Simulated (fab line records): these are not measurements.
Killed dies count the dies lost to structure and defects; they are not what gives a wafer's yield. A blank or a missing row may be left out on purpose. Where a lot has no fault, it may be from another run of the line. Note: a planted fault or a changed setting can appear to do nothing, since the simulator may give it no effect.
The tool behind it: which one? :: flow n5_finfet :: at 1 step of a route of 1938, 12 lots with 36 wafers sampled

== WHAT THE GAUGES READ, wafer by wafer ==
N5_BEOL_M1_RS_MEAS_58: measurement is done with a four-point probe.
lot: L075
measured: day 6 18:29
on: film_metro-01
M1_RS (ohm/sq): 0.65 0.63 0.65

lot: L077
measured: day 7 06:34
on: film_metro-02
M1_RS (ohm/sq): 0.66 0.62 0.64

lot: L079
measured: day 7 14:21
on: film_metro-02
M1_RS (ohm/sq): 0.65 0.61 0.67

lot: L081
measured: day 8 04:25
on: film_metro-01
M1_RS (ohm/sq): 0.70 0.64 0.62

lot: L083
measured: day 8 18:08
on: film_metro-02
M1_RS (ohm/sq): 0.72 0.67 0.66

lot: L085
measured: day 9 11:58
on: film_metro-02
M1_RS (ohm/sq): 0.60 0.60 0.59

lot: L087
measured: day 9 18:26
on: film_metro-01
M1_RS (ohm/sq): 0.74 0.70 0.69

lot: L089
measured: day 10 04:31
on: film_metro-01
M1_RS (ohm/sq): 0.76 0.69 0.64

lot: L090
measured: day 10 13:13
on: film_metro-01
M1_RS (ohm/sq): 0.67 0.68 0.61

lot: L092
measured: day 11 16:53
on: film_metro-01
M1_RS (ohm/sq): 0.70 0.66 0.65

lot: L095
measured: day 12 03:09
on: film_metro-01
M1_RS (ohm/sq): 0.74 0.69 0.61

lot: L097
measured: day 12 12:47
on: film_metro-01
M1_RS (ohm/sq): 0.75 0.65 0.68

== WHAT TOOL EACH LOT RAN ON (gives the tool, then ch and the chambers of the sampled wafers, and finally the start) ==
Before these readings, the record contains no process step.

== THE ANSWER, worked out from the rows above alone ==
Rule: the lots themselves supply what counts as usual. The widest of any qualifying gaps counts: lots, ordered by their means at a reading, are off when they make up no more than a third of the lots, leave a main group of 4 or more, and stand apart from it by 3 or more times the standard deviation of that group's means. A main group is skipped when, at the precision printed for the reading in the tables above, its means are all equal. A lot without any number at a reading at which 4 lots or more have one is off too. Where the step has rows for the other lots, those lots are counted as sound.
No lot is off on any of the readings shown, so nothing can be concluded from this.

== WHAT THE SIMULATOR HAD PUT IN ==
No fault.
